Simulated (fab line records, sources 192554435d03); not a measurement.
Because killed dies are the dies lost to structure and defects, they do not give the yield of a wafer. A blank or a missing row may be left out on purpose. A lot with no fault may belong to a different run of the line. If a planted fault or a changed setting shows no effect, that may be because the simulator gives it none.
Comparing a struck lot with a sound one ; flow n5Finfet ; 21 out of 1938 route steps
Sound: the wafers L916.1, L916.4, L916.5. Struck: wafer L913.6. (L913.2, L913.3 of the same lot were not struck and are left out.) The cause comes at the end.
For every step that has rows: the tool of each side, followed by ch and its chambers, followed by its first start. Under that, the readings that differ: sound wafers ; struck wafers ; difference of the means ; sigmas: that difference in standard deviations of wafers without a fault.
alike: a reading whose means differ by less than 2 such deviations, as well as words and numbers matching on both sides. not compared: withheld readings; readings where some wafer has no value; bounds like >300 that might hide an equal value; numbers whose values overlap and for which the record gives no deviation.
Wherever a step has rows on one side only, a row that says differs or no value, or a row with sigmas, the two part there. Non-overlapping numbers with no deviation appear without sigmas and do not part them. A reading missing from all wafers of one side parts the sides only when that side holds two or more wafers.

first, 9 steps without rows for these wafers: N5_MIM_BOT_LITHO_DESCUM_10 (chemistry O2, time 7.9 s); N5_MIM_BOT_ETCH_ETCH_04 (etches SiNx in CF4/O2, target depth 26 nm, time 13 s); N5_MIM_BOT_ETCH_ETCH_03 (etches the open film in Cl2/BCl3, target depth 12 nm); N5_MIM_BOT_ETCH_ETCH_00 (etches TiN in Cl2/BCl3, target depth 45.5 nm); N5_MIM_BOT_ETCH_STRIP_01 (strips in O2); N5_MIM_BOT_ETCH_STRIP_02 (strips in post etch residue remover, time 1200 s); N5_MIM_BOT_ETCH_CLEAN_05 (cleans in IPA, time 180 s); N5_MIM_BOT_ETCH_SRD_06 (time 30 s); N5_PASSIVATION_PECVD_55 (deposits SiO2 from SiH4/N2O, target thk 400 nm, time 22.5 s).
N5_PASSIVATION_PECVD_01: deposits SiNx from SiH4/NH3/N2, target thk 200 nm, time 43.2 s.
  sound on pecvd-04 ch 1,2, day 15 23:59; struck on pecvd-01 ch 2, day 15 14:31
  alike: heaterPowerOuterW, heaterPowerW, showerheadPlenumPTorr, showerheadVppV, throttleValvePct
then, 8 steps without rows for these wafers: N5_PASSIVATION_HMDS_03 (time 60 s); N5_PASSIVATION_COAT_04; N5_PASSIVATION_EBR_06; N5_PASSIVATION_SOFTBAKE_05 (time 90 s); N5_PASSIVATION_EXPOSE_07 (exposes mask TV, defocus 0 nm, target cd 3000 nm); N5_PASSIVATION_PEB_08; N5_PASSIVATION_DEVELOP_09 (develop time 60 s); N5_PASSIVATION_HARDBAKE_11 (time 120 s).
N5_PASSIVATION_INSPECT_61: inspects for defects (macro).
  sound on defectInspect-01, day 16 01:26; struck on defectInspect-01, day 15 16:12
reading;sound;struck;difference;sigmas
rawDefectCount;2 3 0;>300;differs;
then, 1 step without rows for these wafers: N5_PASSIVATION_DESCUM_12 (chemistry O2, time 7.9 s).
N5_PASSIVATION_PROBE_49:
  sound on prober-01, day 16 08:23; struck on prober-02, day 15 23:43
reading;sound;struck;difference;sigmas
killed_at_M0_to_M3;29 43 27;13;-20;-2
killedAtFrontEnd;62 52 36;25;-25;-2
killedAtOther;3 2 5;90;+87;+25
killedOnRim;16 23 8;26;+10;+2
killedOpen;72 78 56;34;-35;-3
killedShort;44 44 33;14;-26;-4
  alike: defectLimitedYield, killed_at_M4_up, killedAtContacts, killedDies, sort_bin_5_function, sort_bin_6_memory, sortNPass, sortYieldPct

WHERE THEY PART
Last at N5_PASSIVATION_PROBE_49 as far as this record goes, first at N5_PASSIVATION_INSPECT_61.

WHY: what had been put in by the simulator
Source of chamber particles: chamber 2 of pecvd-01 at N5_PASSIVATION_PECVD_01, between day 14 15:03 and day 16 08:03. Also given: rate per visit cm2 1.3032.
